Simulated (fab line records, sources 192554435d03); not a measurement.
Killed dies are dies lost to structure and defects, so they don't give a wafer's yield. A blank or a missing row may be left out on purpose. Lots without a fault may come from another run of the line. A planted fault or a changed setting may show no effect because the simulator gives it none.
Split-lot experiment | flow n5_finfet | 7 lots, 21 wafers read, on a route of 1938 steps

THE SPLIT
At N5_BEOL_M4_TRENCH_ETCH_37 (etches SiOC in C4F6/O2, target depth 55.555 nm, time 29.2 s), the setting source_w was moved away from the recipe's 355 W on 6 of the 21 wafers read, by -11.7% to +15.6%. The other wafers ran this setting at the recipe's value.

The reading is taken at the split's own step.

THE READING
rf_vpp_V, in V, at N5_BEOL_M4_TRENCH_ETCH_37 (etches SiOC in C4F6/O2, target depth 55.555 nm, time 29.2 s). Fault-free wafers of this fab line usually give 666 V, standard deviation 8.2 V.

wafer  | tool, chamber at the split | source_w as run, W | against the recipe | rf_vpp_V, V | against lot-mates on the recipe
L076.2 | rie_diel-04, 3             | 355                | recipe             | 655         | -
L076.4 | rie_diel-04, 2             | 333.9              | -5.9%              | 676         | +20
L076.6 | rie_diel-04, 3             | 355                | recipe             | 657         | -
L081.2 | rie_diel-04, 1             | 355                | recipe             | 663         | -
L081.3 | rie_diel-04, 2             | 355                | recipe             | 653         | -
L081.5 | rie_diel-04, 0             | 313.5              | -11.7%             | 720         | +62
L083.2 | rie_diel-05, 1             | 410.3              | +15.6%             | 624         | -47
L083.5 | rie_diel-05, 2             | 410.3              | +15.6%             | 607         | -64
L083.6 | rie_diel-05, 1             | 355                | recipe             | 671         | -
L084.1 | rie_diel-03, 3             | 355                | recipe             | 674         | -
L084.2 | rie_diel-03, 2             | 355                | recipe             | 679         | -
L084.5 | rie_diel-03, 0             | 355                | recipe             | 660         | -
L087.1 | rie_diel-05, 2             | 355                | recipe             | 654         | -
L087.4 | rie_diel-05, 0             | 355                | recipe             | 669         | -
L087.6 | rie_diel-05, 0             | 355                | recipe             | 670         | -
L097.2 | rie_diel-04, 1             | 355                | recipe             | 662         | -
L097.4 | rie_diel-04, 3             | 334.1              | -5.9%              | 687         | +25
L097.6 | rie_diel-04, 0             | 334.1              | -5.9%              | 696         | +34
L096.1 | rie_diel-04, 3             | 355                | recipe             | 666         | -
L096.5 | rie_diel-04, 0             | 355                | recipe             | 675         | -
L096.6 | rie_diel-04, 3             | 355                | recipe             | 666         | -

THE FIT
A straight line over all 21 wafers: rf_vpp_V changes by -3.53 V for each +1% of source_w; r = -0.93; the points scatter about the line by 8.9 V.
The same after taking each lot's own level away (the mean of its wafers on the recipe; 21 wafers): -4.02 V for each +1%; r = -0.96; scatter 7.2 V.
On that fit, the largest move of source_w shifts the reading by 63 V.
The lots' own levels span 656.0 to 671.0 V, that is 1.8 times the standard deviation above.
So the lot-to-lot level changes the slope: the two fits differ.
Check: with one of the wafers moved furthest among these (+15.6%) left out of the fit, the line predicts -69.4 V for it against its lot-mates. It came out at -47 V against them.
Tool readings at the split's step, against how far the setting was moved: rf_vpp_V r = -0.93.

OTHER SPLITS ON THESE WAFERS
These wafers also went through other splits before the reading. Each is held against what the fit with the lots' levels taken away leaves over:
other split on the same wafers | wafers away from the commonest value | r with rf_vpp_V (lot level and that fit taken away)
N5_BEOL_M3_COAT_76 spin_rpm    | 6                                    | -0.14
N5_BEOL_M4_COAT_62 spin_rpm    | 4                                    | +0.05
N5_BEOL_M4_COAT_73 spin_rpm    | 5                                    | +0.33

THE FILE'S OWN FIT
rf_vpp_V changes by -4.17 V for each +1% of source_w, r = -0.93.
